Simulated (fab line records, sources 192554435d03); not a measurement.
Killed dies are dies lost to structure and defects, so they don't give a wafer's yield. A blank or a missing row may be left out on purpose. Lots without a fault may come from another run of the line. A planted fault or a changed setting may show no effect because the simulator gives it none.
Chamber matching | flow n5_finfet | N5_ZERO_LAYER_DESCUM_16 on rie_diel-02: 4 sister chambers
The step chemistry O2, time 7.9 s. 4 wafers are shown with their chamber, then 10 later ones without.

WAFERS WITH THEIR CHAMBER
wafer  | chamber | throttle_valve_pct (%)
L086.2 | 2       | 20.64
L091.2 | 3       | 20.07
L091.4 | 1       | 20.90
L093.5 | 0       | 20.09

WAFERS WITHOUT THEIR CHAMBER
wafer  | throttle_valve_pct (%)
L093.6 | 20.08
L094.2 | 20.66
L094.3 | 20.09
L094.5 | 20.66
L095.1 | 20.08
L095.2 | 20.92
L095.4 | 20.12
L097.2 | 20.11
L097.4 | 20.92
L097.5 | 20.10

WHICH CHAMBER EACH WENT THROUGH
wafer  | from the rows above     | in truth
L093.6 | can't be placed: 3 or 0 | 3
L094.2 | 2                       | 2
L094.3 | can't be placed: 0 or 3 | 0
L094.5 | 2                       | 2
L095.1 | can't be placed: 3 or 0 | 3
L095.2 | 1                       | 1
L095.4 | can't be placed: 0 or 3 | 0
L097.2 | can't be placed: 0 or 3 | 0
L097.4 | 1                       | 1
L097.5 | can't be placed: 0 or 3 | 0
Placed correctly: 4 of 10. Can't be placed from these rows: 6 (the true chamber is among the candidates in 6). Placed wrongly: 0.
How it was worked out, from the rows above alone: a wafer's distance from a chamber is the root of the sum, over the readings, of the square of ((its reading less the chamber's mean) divided by the reading's scatter). The wafer belongs to the nearest chamber; if the next one is less than 2 further off, it can't be placed. A chamber's mean is the mean of its shown wafers. The scatter: with one shown wafer a chamber, the root of the mean of the squares of how far each hidden wafer lies from its nearest shown one.
